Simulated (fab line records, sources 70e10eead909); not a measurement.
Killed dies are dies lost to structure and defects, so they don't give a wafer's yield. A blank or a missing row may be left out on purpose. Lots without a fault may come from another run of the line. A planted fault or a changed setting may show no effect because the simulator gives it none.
Chamber matching | flow nand_harc | NHARC_P_M1_DEP_33 on pecvd-04: 3 sister chambers
The step deposits SiCN, target thk 30 nm. 3 wafers are shown with their chamber, then 8 later ones without.

WAFERS WITH THEIR CHAMBER
wafer  | chamber | heater_power_w (W)
L089.1 | 0       | 523
L089.4 | 2       | 576
L091.1 | 1       | 414

WAFERS WITHOUT THEIR CHAMBER
wafer  | heater_power_w (W)
L091.3 | 503
L091.5 | 520
L091.2 | 635
L091.4 | 643
L091.6 | 425
L093.3 | 432
L093.5 | 660
L093.6 | 435

WHICH CHAMBER EACH WENT THROUGH
wafer  | from the rows above          | in truth
L091.3 | can't be placed: 0 or 2 or 1 | 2
L091.5 | can't be placed: 0 or 2      | 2
L091.2 | can't be placed: 2 or 0      | 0
L091.4 | can't be placed: 2 or 0      | 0
L091.6 | can't be placed: 1 or 0      | 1
L093.3 | can't be placed: 1 or 0      | 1
L093.5 | can't be placed: 2 or 0      | 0
L093.6 | can't be placed: 1 or 0      | 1
Placed correctly: 0 of 8. Can't be placed from these rows: 8 (the true chamber is among the candidates in 8). Placed wrongly: 0.
How it was worked out, from the rows above alone: a wafer's distance from a chamber is the root of the sum, over the readings, of the square of ((its reading less the chamber's mean) divided by the reading's scatter). The wafer belongs to the nearest chamber; if the next one is less than 2 further off, it can't be placed. A chamber's mean is the mean of its shown wafers. The scatter: with one shown wafer a chamber, the root of the mean of the squares of how far each hidden wafer lies from its nearest shown one.
